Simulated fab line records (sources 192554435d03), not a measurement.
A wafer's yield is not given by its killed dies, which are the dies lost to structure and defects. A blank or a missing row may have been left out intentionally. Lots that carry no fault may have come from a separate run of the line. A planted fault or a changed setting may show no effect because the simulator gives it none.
Matching of chambers :: flow n5-finfet :: ald-sin-03 running N5_BEOL_M1_ALD_98: 4 sister chambers
The step deposits SiO2, target thk 2.5 nm, pulse time 1 s, co reactant pulse time 1 s. 8 wafers are shown with their chamber, then 12 later ones without.

EACH WAFER AND ITS CHAMBER
wafer: L083.6
chamber: 0
heater-power-w (W): 73
precursor-pulse-height-rel: 1.007

wafer: L084.3
chamber: 0
heater-power-w (W): 73
precursor-pulse-height-rel: 1.017

wafer: L087.2
chamber: 3
heater-power-w (W): 86
precursor-pulse-height-rel: 1.022

wafer: L087.4
chamber: 1
heater-power-w (W): 77
precursor-pulse-height-rel: 0.980

wafer: L087.6
chamber: 2
heater-power-w (W): 73
precursor-pulse-height-rel: 0.997

wafer: L088.1
chamber: 1
heater-power-w (W): 74
precursor-pulse-height-rel: 0.969

wafer: L088.3
chamber: 2
heater-power-w (W): 73
precursor-pulse-height-rel: 0.991

wafer: L088.4
chamber: 3
heater-power-w (W): 84
precursor-pulse-height-rel: 0.981

WAFERS WITH NO CHAMBER GIVEN
wafer: L089.1
heater-power-w (W): 76
precursor-pulse-height-rel: 1.040

wafer: L089.3
heater-power-w (W): 72
precursor-pulse-height-rel: 1.017

wafer: L089.6
heater-power-w (W): 87
precursor-pulse-height-rel: 1.008

wafer: L093.1
heater-power-w (W): 72
precursor-pulse-height-rel: 1.003

wafer: L093.2
heater-power-w (W): 74
precursor-pulse-height-rel: 1.009

wafer: L093.6
heater-power-w (W): 88
precursor-pulse-height-rel: 1.017

wafer: L094.2
heater-power-w (W): 74
precursor-pulse-height-rel: 0.984

wafer: L094.5
heater-power-w (W): 72
precursor-pulse-height-rel: 0.983

wafer: L094.6
heater-power-w (W): 75
precursor-pulse-height-rel: 0.993

wafer: L097.1
heater-power-w (W): 73
precursor-pulse-height-rel: 1.024

wafer: L097.3
heater-power-w (W): 77
precursor-pulse-height-rel: 1.002

wafer: L097.5
heater-power-w (W): 77
precursor-pulse-height-rel: 0.978

WHICH CHAMBER EACH WENT THROUGH
wafer: L089.1
from the rows above: can't be placed: 0 or 2 or 1
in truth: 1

wafer: L089.3
from the rows above: can't be placed: 0 or 2
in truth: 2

wafer: L089.6
from the rows above: 3
in truth: 3

wafer: L093.1
from the rows above: can't be placed: 2 or 0
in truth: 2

wafer: L093.2
from the rows above: can't be placed: 0 or 2 or 1
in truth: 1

wafer: L093.6
from the rows above: 3
in truth: 3

wafer: L094.2
from the rows above: can't be placed: 2 or 1 or 0
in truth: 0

wafer: L094.5
from the rows above: can't be placed: 2 or 0 or 1
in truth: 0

wafer: L094.6
from the rows above: can't be placed: 1 or 2 or 0
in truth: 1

wafer: L097.1
from the rows above: can't be placed: 0 or 2
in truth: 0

wafer: L097.3
from the rows above: can't be placed: 1 or 2 or 0
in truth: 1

wafer: L097.5
from the rows above: 1
in truth: 1
Placed correctly: 3 of 12. Unplaceable from these rows: 9, with the true chamber sitting among the candidates in 9. Wrongly placed: 0.
How it was worked out, from the rows above alone: a wafer's distance from a chamber is the root of the sum, over the readings, of the square of ((its reading less the chamber's mean) divided by the reading's scatter). If the next closest chamber is less than 2 further off than the closest, the wafer can't be placed; otherwise it belongs to the closest. The mean given for a chamber averages the wafers shown for that chamber. The scatter is the square root of a quotient: the sum, over the shown wafers, of each reading's squared deviation from its chamber's mean, divided by wafers minus chambers.
